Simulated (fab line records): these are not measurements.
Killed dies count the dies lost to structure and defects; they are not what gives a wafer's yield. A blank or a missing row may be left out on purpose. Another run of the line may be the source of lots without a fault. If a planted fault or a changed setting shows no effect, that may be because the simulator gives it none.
Which of the tools did it? ; flow n5_finfet ; 72 wafers from 24 lots sampled at 6 of the route's 1938 steps

== WHAT THE GAUGES READ, wafer by wafer ==
N5_BEOL_M11_THK_MEAS_01. Usual: M11_ILD_THK gives 268 nm (standard deviation 3.9).
lot;measured;on;M11_ILD_THK (nm);flag
L074;day 9 18:49;film_metro-01;265 264 269;
L075;day 10 13:11;film_metro-02;270 267 278;
L076;day 10 15:43;film_metro-02;264 264 270;
L077;day 10 15:56;film_metro-01;269 272 270;
L078;day 10 16:51;film_metro-02;260 264 268;
L079;day 11 06:34;film_metro-02;261 260 266;
L080;day 11 17:13;film_metro-02;267 268 271;
L082;day 11 17:32;film_metro-01;271 272 274;
L081;day 12 01:11;film_metro-01;265 262 270;
L083;day 12 04:53;film_metro-01;260 261 270;
L085;day 12 18:18;film_metro-01;267 275 272;
L084;day 12 19:38;film_metro-02;267 264 269;
L087;day 13 08:28;film_metro-01;268 270 272;
L086;day 13 13:40;film_metro-02;268 269 269;
L089;day 13 14:46;film_metro-02;272 269 275;
L090;day 13 15:22;film_metro-01;271 263 270;
L088;day 13 20:36;film_metro-02;268 271 274;
L091;day 14 11:15;film_metro-01;266 263 270;
L092;day 14 15:59;film_metro-02;265 269 270;
L094;day 14 19:38;film_metro-01;263 269 264;
L093;day 14 22:44;film_metro-01;271 275 277;
L095;day 15 04:10;film_metro-01;267 270 270;
L096;day 15 08:18;film_metro-02;269 267 273;
L097;day 16 06:18;film_metro-01;261 263 267;

== WHICH TOOL RAN EACH LOT (tool, then ch and the chambers of the sampled wafers, then the start) ==
lot;N5_BEOL_M10_HM_DEP_02;N5_BEOL_M10_STRIP_36;N5_BEOL_M10_STRIP_77;N5_BEOL_M10_SPUTTER_48;N5_BEOL_M10_ANNEAL_51
L074;pvd_sputter-01, day 9 12:41;rie_diel-05 ch 1,2,3, day 9 15:17;rie_diel-05 ch 1,2,3, day 9 16:58 or earlier;pvd_sputter-01, day 9 16:58;rtp_anneal-01 ch 0, day 9 17:29
L075;pvd_sputter-01, day 10 06:35;rie_diel-05 ch 0,2, day 10 09:25;rie_diel-05 ch 0,2, day 10 11:13 or earlier;pvd_sputter-03, day 10 11:13;rtp_anneal-01 ch 0, day 10 11:50
L076;pvd_sputter-03, day 10 08:29;rie_diel-01 ch 0,1,3, day 10 11:08;rie_diel-01 ch 0,1,3, day 10 13:19 or earlier;pvd_sputter-02, day 10 13:19;rtp_anneal-01 ch 0, day 10 13:41
L077;pvd_sputter-02, day 10 09:54;rie_diel-04 ch 2,3, day 10 11:45;rie_diel-04 ch 2,3, day 10 13:42 or earlier;pvd_sputter-02, day 10 13:42;rtp_anneal-02 ch 0, day 10 13:58
L078;pvd_sputter-02, day 10 10:54;rie_diel-04 ch 2,3, day 10 12:42;rie_diel-04 ch 2,3, day 10 14:29 or earlier;pvd_sputter-02, day 10 14:29;rtp_anneal-01 ch 0, day 10 15:00
L079;pvd_sputter-03, day 10 23:34;rie_diel-05 ch 0,3, day 11 02:14;rie_diel-05 ch 0,3, day 11 04:56 or earlier;pvd_sputter-01, day 11 04:56;rtp_anneal-02 ch 0, day 11 05:10
L080;pvd_sputter-02, day 11 08:41;rie_diel-04 ch 1,3, day 11 13:23;rie_diel-04 ch 1,3, day 11 15:35 or earlier;pvd_sputter-01, day 11 15:35;rtp_anneal-01 ch 0, day 11 15:50
L082;pvd_sputter-03, day 11 10:52;rie_diel-05 ch 1,2,3, day 11 13:17;rie_diel-05 ch 1,2,3, day 11 15:40 or earlier;pvd_sputter-01, day 11 15:40;rtp_anneal-02 ch 0, day 11 15:56
L081;pvd_sputter-03, day 11 17:32;rie_diel-05 ch 0,1,2, day 11 20:22;rie_diel-05 ch 0,1,2, day 11 22:13 or earlier;pvd_sputter-02, day 11 22:13;rtp_anneal-02 ch 0, day 11 23:37
L083;pvd_sputter-03, day 11 20:43;rie_diel-01 ch 2,3, day 11 22:32;rie_diel-01 ch 2,3, day 12 03:10 or earlier;pvd_sputter-01, day 12 03:10;rtp_anneal-02 ch 0, day 12 03:31
L085;pvd_sputter-01, day 12 11:26;rie_diel-01 ch 0,2,3, day 12 13:14;rie_diel-01 ch 0,2,3, day 12 16:19 or earlier;pvd_sputter-01, day 12 16:19;rtp_anneal-01 ch 0, day 12 16:39
L084;pvd_sputter-01, day 12 13:25;rie_diel-05 ch 0,1,3, day 12 15:56;rie_diel-05 ch 0,1,3, day 12 17:17 or earlier;pvd_sputter-02, day 12 17:17;rtp_anneal-02 ch 0, day 12 18:18
L087;pvd_sputter-03, day 13 02:23;rie_diel-04 ch 0,1, day 13 04:40;rie_diel-04 ch 0,1, day 13 06:14 or earlier;pvd_sputter-01, day 13 06:14;rtp_anneal-02 ch 0, day 13 06:33
L086;pvd_sputter-01, day 13 06:02;rie_diel-04 ch 0,3, day 13 08:42;rie_diel-04 ch 0,3, day 13 12:03 or earlier;pvd_sputter-03, day 13 12:03;rtp_anneal-02 ch 0, day 13 12:25
L089;pvd_sputter-01, day 13 08:47;rie_diel-05 ch 0,1,2, day 13 10:41;rie_diel-05 ch 0,1,2, day 13 13:08 or earlier;pvd_sputter-01, day 13 13:08;rtp_anneal-02 ch 0, day 13 13:22
L090;pvd_sputter-03, day 13 09:05;rie_diel-01 ch 0,2,3, day 13 12:08;rie_diel-01 ch 0,2,3, day 13 13:46 or earlier;pvd_sputter-03, day 13 13:46;rtp_anneal-02 ch 0, day 13 14:02
L088;pvd_sputter-01, day 13 13:02;rie_diel-05 ch 0,1,2, day 13 16:54;rie_diel-05 ch 0,1,2, day 13 18:32 or earlier;pvd_sputter-03, day 13 18:32;rtp_anneal-01 ch 0, day 13 19:12
L091;pvd_sputter-03, day 14 02:35;rie_diel-05 ch 0,1,2, day 14 05:12;rie_diel-05 ch 0,1,2, day 14 09:10 or earlier;pvd_sputter-01, day 14 09:10;rtp_anneal-01 ch 0, day 14 09:23
L092;pvd_sputter-01, day 14 09:49;rie_diel-01 ch 0,3, day 14 11:43;rie_diel-01 ch 0,3, day 14 13:47 or earlier;pvd_sputter-01, day 14 13:47;rtp_anneal-01 ch 0, day 14 14:29
L094;pvd_sputter-01, day 14 13:16;rie_diel-01 ch 0,1, day 14 15:59;rie_diel-01 ch 0,1, day 14 17:44 or earlier;pvd_sputter-01, day 14 17:44;rtp_anneal-01 ch 0, day 14 17:58
L093;pvd_sputter-01, day 14 16:15;rie_diel-04 ch 1,2, day 14 19:10;rie_diel-04 ch 1,2, day 14 20:42 or earlier;pvd_sputter-02, day 14 20:42;rtp_anneal-02 ch 0, day 14 21:24
L095;pvd_sputter-03, day 14 19:43;rie_diel-04 ch 0,2, day 14 23:04;rie_diel-04 ch 0,2, day 15 02:34 or earlier;pvd_sputter-03, day 15 02:34;rtp_anneal-01 ch 0, day 15 02:50
L096;pvd_sputter-03, day 15 02:22;rie_diel-01 ch 0,1,3, day 15 04:10;rie_diel-01 ch 0,1,3, day 15 06:41 or earlier;pvd_sputter-02, day 15 06:41;rtp_anneal-01 ch 0, day 15 06:55
L097;pvd_sputter-01, day 16 00:31;rie_diel-01 ch 0,3, day 16 02:40;rie_diel-01 ch 0,3, day 16 04:40 or earlier;pvd_sputter-03, day 16 04:40;rtp_anneal-02 ch 0, day 16 04:58
- N5_BEOL_M10_HM_DEP_02: deposits TiN, target thk 20 nm.
- N5_BEOL_M10_STRIP_36: strips in N2/H2.
- N5_BEOL_M10_STRIP_77: strips in N2/H2, time 10 s.
- N5_BEOL_M10_SPUTTER_48: material Cu, target thk 12 nm, time 2 s.
- N5_BEOL_M10_ANNEAL_51: time 90 s.

== AS READ BY THE TOOLS THEMSELVES (means over the sampled wafers that have a number; for cases with no such wafer, the mark the record gives instead) ==
N5_BEOL_M10_HM_DEP_02. Usual: throttle_valve_pct reads 29.5 % (standard deviation 1.5).
lot;tool;throttle_valve_pct (%);flag
L074;pvd_sputter-01;29.4;
L075;pvd_sputter-01;28.2;
L076;pvd_sputter-03;30.4;
L077;pvd_sputter-02;29.8;
L078;pvd_sputter-02;29.8;
L079;pvd_sputter-03;29.9;
L080;pvd_sputter-02;29.9;
L082;pvd_sputter-03;29.7;
L081;pvd_sputter-03;30.2;
L083;pvd_sputter-03;31.1;
L085;pvd_sputter-01;26.9;
L084;pvd_sputter-01;29.0;
L087;pvd_sputter-03;30.4;
L086;pvd_sputter-01;28.0;
L089;pvd_sputter-01;29.2;
L090;pvd_sputter-03;30.3;
L088;pvd_sputter-01;28.5;
L091;pvd_sputter-03;29.9;
L092;pvd_sputter-01;29.0;
L094;pvd_sputter-01;29.0;
L093;pvd_sputter-01;30.1;
L095;pvd_sputter-03;30.1;
L096;pvd_sputter-03;31.0;
L097;pvd_sputter-01;28.1;

N5_BEOL_M10_STRIP_36. Usual: bias_power_w 6.997 W, standard deviation 0.022; drypump_motor_current_A 6.0 A, standard deviation 0.52; oes_product_au 0.80 a.u., standard deviation 0.084; rf_vpp_V 59.0 V, standard deviation 1.9; showerhead_plenum_p_Torr 2.57 Torr, standard deviation 0.076; throttle_valve_pct 23.5 %, standard deviation 0.38.
lot;tool;bias_power_w (W);drypump_motor_current_A (A);oes_product_au (a.u.);rf_vpp_V (V);showerhead_plenum_p_Torr (Torr);throttle_valve_pct (%);flag
L074;rie_diel-05;6.987;6.2;0.83;58.5;2.60;23.4;
L075;rie_diel-05;7.009;6.3;0.77;61.1;2.50;23.4;
L076;rie_diel-01;7.032;5.7;0.80;59.5;2.51;23.9;
L077;rie_diel-04;6.981;5.7;0.83;58.7;2.61;23.2;
L078;rie_diel-04;6.978;5.7;0.83;58.6;2.60;23.2;
L079;rie_diel-05;6.991;5.6;0.78;58.1;2.51;23.3;
L080;rie_diel-04;7.011;5.7;0.73;58.4;2.56;23.8;
L082;rie_diel-05;6.998;6.2;0.80;58.8;2.59;23.4;
L081;rie_diel-05;7.008;6.2;0.81;59.6;2.52;23.3;
L083;rie_diel-01;7.019;5.6;0.70;59.0;2.43;23.5;
L085;rie_diel-01;6.997;5.7;0.73;58.4;2.48;23.7;
L084;rie_diel-05;6.986;5.8;0.82;56.9;2.56;23.3;
L087;rie_diel-04;7.021;6.0;0.80;59.0;2.59;23.7;
L086;rie_diel-04;7.007;6.3;0.86;59.6;2.67;23.2;
L089;rie_diel-05;7.003;6.2;0.81;57.4;2.51;23.3;
L090;rie_diel-01;6.991;5.7;0.83;59.9;2.59;23.6;
L088;rie_diel-05;6.997;6.2;0.80;59.1;2.51;23.3;
L091;rie_diel-05;6.996;6.2;0.79;58.9;2.51;23.3;
L092;rie_diel-01;7.012;5.3;0.87;60.4;2.61;23.7;
L094;rie_diel-01;6.961;6.2;0.81;59.3;2.55;24.2;
L093;rie_diel-04;6.995;5.7;0.79;60.1;2.56;23.5;
L095;rie_diel-04;7.005;6.3;0.88;58.4;2.66;23.2;
L096;rie_diel-01;7.003;5.8;0.85;58.7;2.60;23.8;
L097;rie_diel-01;7.003;5.4;0.83;58.3;2.60;23.7;

N5_BEOL_M10_STRIP_77. Usual: bias_power_w 7.000 W, standard deviation 0.021; drypump_motor_current_A 6.0 A, standard deviation 0.52; oes_product_au 0.80 a.u., standard deviation 0.085; rf_vpp_V 59.3 V, standard deviation 0.87; showerhead_plenum_p_Torr 2.57 Torr, standard deviation 0.076; throttle_valve_pct 23.5 %, standard deviation 0.38.
lot;tool;bias_power_w (W);drypump_motor_current_A (A);oes_product_au (a.u.);rf_vpp_V (V);showerhead_plenum_p_Torr (Torr);throttle_valve_pct (%);flag
L074;rie_diel-05;7.002;6.2;0.82;59.5;2.60;23.4;
L075;rie_diel-05;6.988;6.3;0.77;58.8;2.50;23.4;
L076;rie_diel-01;6.994;5.7;0.81;59.8;2.51;23.8;
L077;rie_diel-04;7.001;5.7;0.84;60.1;2.60;23.2;
L078;rie_diel-04;7.009;5.7;0.84;59.7;2.60;23.2;
L079;rie_diel-05;6.999;5.6;0.78;59.5;2.51;23.3;
L080;rie_diel-04;7.027;5.7;0.73;59.6;2.56;23.8;
L082;rie_diel-05;7.000;6.2;0.80;59.0;2.59;23.4;
L081;rie_diel-05;6.996;6.1;0.82;58.9;2.52;23.3;
L083;rie_diel-01;6.989;5.6;0.69;59.3;2.43;23.5;
L085;rie_diel-01;7.008;5.7;0.74;60.1;2.48;23.7;
L084;rie_diel-05;6.993;5.8;0.81;58.4;2.56;23.3;
L087;rie_diel-04;7.001;6.0;0.81;58.6;2.59;23.7;
L086;rie_diel-04;6.977;6.4;0.86;59.7;2.67;23.2;
L089;rie_diel-05;7.013;6.2;0.81;58.6;2.52;23.3;
L090;rie_diel-01;7.012;5.7;0.83;59.6;2.59;23.6;
L088;rie_diel-05;6.997;6.2;0.80;58.8;2.52;23.3;
L091;rie_diel-05;6.975;6.2;0.79;60.0;2.51;23.3;
L092;rie_diel-01;6.987;5.4;0.87;60.0;2.61;23.7;
L094;rie_diel-01;6.991;6.2;0.80;59.8;2.55;24.2;
L093;rie_diel-04;6.983;5.8;0.79;59.0;2.56;23.5;
L095;rie_diel-04;6.994;6.3;0.89;59.5;2.66;23.2;
L096;rie_diel-01;6.996;5.7;0.85;59.5;2.60;23.8;
L097;rie_diel-01;7.027;5.4;0.84;59.3;2.60;23.7;

N5_BEOL_M10_SPUTTER_48. Usual: throttle_valve_pct reads 29.5 % (standard deviation 1.5).
lot;tool;throttle_valve_pct (%);flag
L074;pvd_sputter-01;30.1;
L075;pvd_sputter-03;30.3;
L076;pvd_sputter-02;29.5;
L077;pvd_sputter-02;30.4;
L078;pvd_sputter-02;30.7;
L079;pvd_sputter-01;28.2;
L080;pvd_sputter-01;28.8;
L082;pvd_sputter-01;29.0;
L081;pvd_sputter-02;29.8;
L083;pvd_sputter-01;27.2;
L085;pvd_sputter-01;30.3;
L084;pvd_sputter-02;30.3;
L087;pvd_sputter-01;28.1;
L086;pvd_sputter-03;30.7;
L089;pvd_sputter-01;28.3;
L090;pvd_sputter-03;30.5;
L088;pvd_sputter-03;30.8;
L091;pvd_sputter-01;29.0;
L092;pvd_sputter-01;30.0;
L094;pvd_sputter-01;28.2;
L093;pvd_sputter-02;30.4;
L095;pvd_sputter-03;29.9;
L096;pvd_sputter-02;29.8;
L097;pvd_sputter-03;30.8;

N5_BEOL_M10_ANNEAL_51. Usual: wafer_temp_C_max reads 225.75 (standard deviation 0.29).
lot;tool;wafer_temp_C_max;flag
L074;rtp_anneal-01;225.67;
L075;rtp_anneal-01;225.65;
L076;rtp_anneal-01;225.48;
L077;rtp_anneal-02;226.23;
L078;rtp_anneal-01;225.60;
L079;rtp_anneal-02;225.73;
L080;rtp_anneal-01;225.33;
L082;rtp_anneal-02;225.72;
L081;rtp_anneal-02;225.89;
L083;rtp_anneal-02;225.81;
L085;rtp_anneal-01;225.88;
L084;rtp_anneal-02;225.85;
L087;rtp_anneal-02;226.10;
L086;rtp_anneal-02;226.15;
L089;rtp_anneal-02;225.73;
L090;rtp_anneal-02;226.07;
L088;rtp_anneal-01;225.70;
L091;rtp_anneal-01;225.58;
L092;rtp_anneal-01;225.56;
L094;rtp_anneal-01;225.72;
L093;rtp_anneal-02;226.16;
L095;rtp_anneal-01;225.91;
L096;rtp_anneal-01;225.47;
L097;rtp_anneal-02;225.98;

== THE ANSWER, worked out from the rows above alone ==
Rule: a lot is off if the mean of its wafers that have a number lies more than 3 standard deviations from the usual mean. Also off: a lot with no number at a reading for which 4 or more lots have one. Any other lot the step has rows for is counted as sound. First the gauges in route order, then the tools' own readings, where a lot's mean is used as printed above. At the first step where some lot is off, the reading lying furthest off is the one used; lots without a number count as furthest.
None of the lots is off at any reading shown; this tells nothing.

== WHAT HAD BEEN PUT IN BY THE SIMULATOR ==
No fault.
